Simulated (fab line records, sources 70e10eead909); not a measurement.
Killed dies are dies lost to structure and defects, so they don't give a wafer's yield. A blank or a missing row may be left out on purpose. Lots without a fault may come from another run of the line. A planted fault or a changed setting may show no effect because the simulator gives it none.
Which tool did it? | flow nand_harc | 11 lots, 33 wafers sampled, at 5 steps of a route of 1159

WHAT THE GAUGES READ, wafer by wafer
NHARC_END_SORT_01.
lot  | measured     | on        | killed_at_array
L650 | day 20 18:53 | prober-01 | 29 303 18
L651 | day 20 18:55 | prober-02 | 298 26 23
L653 | day 21 01:56 | prober-02 | 241 33 284

WHICH TOOL RAN EACH LOT (tool, then ch and the chambers of the sampled wafers, then the start)
lot  | NHARC_A_STAIRCASE_DESCUM_11        | NHARC_A_STAIRCASE_TRIM_14          | NHARC_A_STAIRCASE_TRIM_18                     | NHARC_A_STAIRCASE_ETCH_21
L646 | rie_diel-09 ch 0,2, day 10 02:29   | rie_diel-09 ch 0,2,3, day 10 02:53 | rie_diel-09 ch 2,3, no start                  | rie_diel-09 ch 0,1,3, no start
L649 | rie_diel-01 ch 0,2,3, day 11 06:16 | rie_diel-01 ch 2,3, day 11 06:41   | rie_diel-01 ch 0,3, no start                  | rie_diel-09 ch 0,1,3, no start
L648 | rie_diel-09 ch 1,2,3, day 11 06:37 | rie_diel-09 ch 1,2,3, day 11 08:24 | rie_diel-09 ch 1,2, no start                  | rie_diel-01 ch 0,3, no start
L650 | rie_diel-01 ch 0,3, day 11 22:04   | rie_diel-01 ch 0,2, day 11 22:28   | rie_diel-01 ch 2,3, day 20 18:53 or earlier   | rie_diel-09 ch 0,1,3, day 20 18:53 or earlier
L651 | rie_diel-01 ch 0,2,3, day 11 22:07 | rie_diel-01 ch 0,2, day 11 22:33   | rie_diel-01 ch 0,3, day 20 18:55 or earlier   | rie_diel-01 ch 0,2, day 20 18:55 or earlier
L653 | rie_diel-01 ch 0,3, day 12 06:02   | rie_diel-01 ch 0,3, day 12 06:29   | rie_diel-01 ch 0,1,2, day 21 01:56 or earlier | rie_diel-01 ch 1,3, day 21 01:56 or earlier
L663 | rie_diel-01 ch 1,3, day 14 23:32   | rie_diel-01 ch 0,1,2, day 14 23:54 | rie_diel-01 ch 0,1,3, no start                | rie_diel-10 ch 0,1,2, no start
L661 | rie_diel-01 ch 0,2, day 14 23:50   | rie_diel-01 ch 1,2, day 15 00:14   | rie_diel-01 ch 0,2,3, no start                | rie_diel-01 ch 0,1, no start
L666 | rie_diel-01 ch 0,1,2, day 15 19:40 | rie_diel-01 ch 0,2,3, day 15 20:08 | rie_diel-01 ch 0,2,3, no start                | rie_diel-01 ch 0,1,2, no start
L667 | rie_diel-09 ch 0,2,3, day 15 23:05 | rie_diel-09 ch 0,1,2, day 15 23:26 | rie_diel-09 ch 1,2,3, no start                | rie_diel-09 ch 0,1,2, no start
L668 | rie_diel-10 ch 2,3, day 16 17:15   | rie_diel-10 ch 1,2,3, day 16 17:53 | rie_diel-10 ch 0,2,3, no start                | rie_diel-01 ch 0,1,3, no start
- NHARC_A_STAIRCASE_DESCUM_11: chemistry O2, time 3 s.
- NHARC_A_STAIRCASE_TRIM_14: chemistry O2, time 211.2 s.
- NHARC_A_STAIRCASE_TRIM_18: chemistry O2, time 211.2 s.
- NHARC_A_STAIRCASE_ETCH_21: etches the open film in C4F8/O2, target depth 100 nm, time 40.5 s.

THE ANSWER, worked out from the rows above alone
Rule: what is usual is taken from the lots themselves. Put in order of their means at a reading, lots are off if they are a third of the lots or fewer, leave a main group of 4 or more, and stand apart from it by a gap of 3 or more times the standard deviation of the main group's means; of several such gaps the widest counts. A main group whose means are all the same, to the digits that the tables above print for the reading, isn't used. A lot without any number at a reading at which 4 lots or more have one is off too. The other lots that the step has rows for count as sound.
No lot is off at any reading shown: from this, nothing can be told.

WHAT THE SIMULATOR HAD PUT IN
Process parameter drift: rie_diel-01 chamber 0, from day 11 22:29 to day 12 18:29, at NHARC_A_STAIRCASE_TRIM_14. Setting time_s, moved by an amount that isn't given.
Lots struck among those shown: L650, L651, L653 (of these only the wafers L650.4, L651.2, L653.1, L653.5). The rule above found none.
